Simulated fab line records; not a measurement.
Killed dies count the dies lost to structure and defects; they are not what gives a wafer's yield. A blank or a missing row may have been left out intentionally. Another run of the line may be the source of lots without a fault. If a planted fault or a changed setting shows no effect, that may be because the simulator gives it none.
Matching of chambers + flow nandHarc + NHARC_P_M2_CMP_23 on cmp-02: 4 sister chambers
The step polishes, t overpolish 20 s, target thk 144.3 nm. 8 wafers are shown with their chamber, then 11 later ones without.

## WAFERS WITH THEIR CHAMBER
| wafer  | chamber | motorCurrentA (A) | slurryFlowMlMin |
|--------|---------|-------------------|-----------------|
| L080.4 | 2       | 12.2              | 149.1           |
| L081.2 | 2       | 12.4              | 150.1           |
| L085.3 | 3       | 12.5              | 149.7           |
| L085.4 | 0       | 11.4              | 149.8           |
| L089.1 | 0       | 11.5              | 149.8           |
| L089.2 | 3       | 13.4              | 149.6           |
| L089.4 | 1       | 11.1              | 150.0           |
| L090.2 | 1       | 11.2              | 150.4           |

## WAFERS MISSING THEIR CHAMBER
| wafer  | motorCurrentA (A) | slurryFlowMlMin |
|--------|-------------------|-----------------|
| L090.3 | 11.2              | 149.9           |
| L090.6 | 12.8              | 150.4           |
| L094.3 | 12.2              | 150.0           |
| L094.4 | 12.4              | 150.0           |
| L094.5 | 12.5              | 149.6           |
| L096.3 | 13.6              | 150.7           |
| L096.4 | 10.6              | 149.8           |
| L096.5 | 12.8              | 149.4           |
| L097.1 | 11.7              | 149.7           |
| L097.4 | 11.8              | 150.3           |
| L097.5 | 12.0              | 150.2           |

## THE CHAMBER EACH PASSED THROUGH
| wafer  | from the rows above               | in truth |
|--------|-----------------------------------|----------|
| L090.3 | can't be placed: 1 or 0           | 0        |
| L090.6 | can't be placed: 3 or 2           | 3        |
| L094.3 | can't be placed: 2 or 0 or 3      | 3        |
| L094.4 | can't be placed: 2 or 3 or 0      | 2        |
| L094.5 | can't be placed: 2 or 3           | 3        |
| L096.3 | can't be placed: 3 or 2           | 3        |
| L096.4 | can't be placed: 1 or 0           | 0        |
| L096.5 | can't be placed: 3 or 2           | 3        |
| L097.1 | can't be placed: 0 or 2 or 1      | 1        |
| L097.4 | can't be placed: 0 or 1 or 2      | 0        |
| L097.5 | can't be placed: 2 or 0 or 1 or 3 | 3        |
Placed correctly: 0 of 11. Cannot be placed on the basis of these rows: 11; the candidates contain the true chamber in 11. Placed wrongly: 0.
How it was worked out, from the rows above alone: a wafer's distance from a chamber is the root of the sum, over the readings, of the square of ((its reading less the chamber's mean) divided by the reading's scatter). If the next closest chamber is less than 2 further off than the closest, the wafer can't be placed; otherwise it belongs to the closest. The mean given for a chamber averages the wafers shown for that chamber. How the scatter is found: for the shown wafers, subtract from each reading the mean of its chamber, square and add these, divide the total by (wafers less chambers), then take the root.
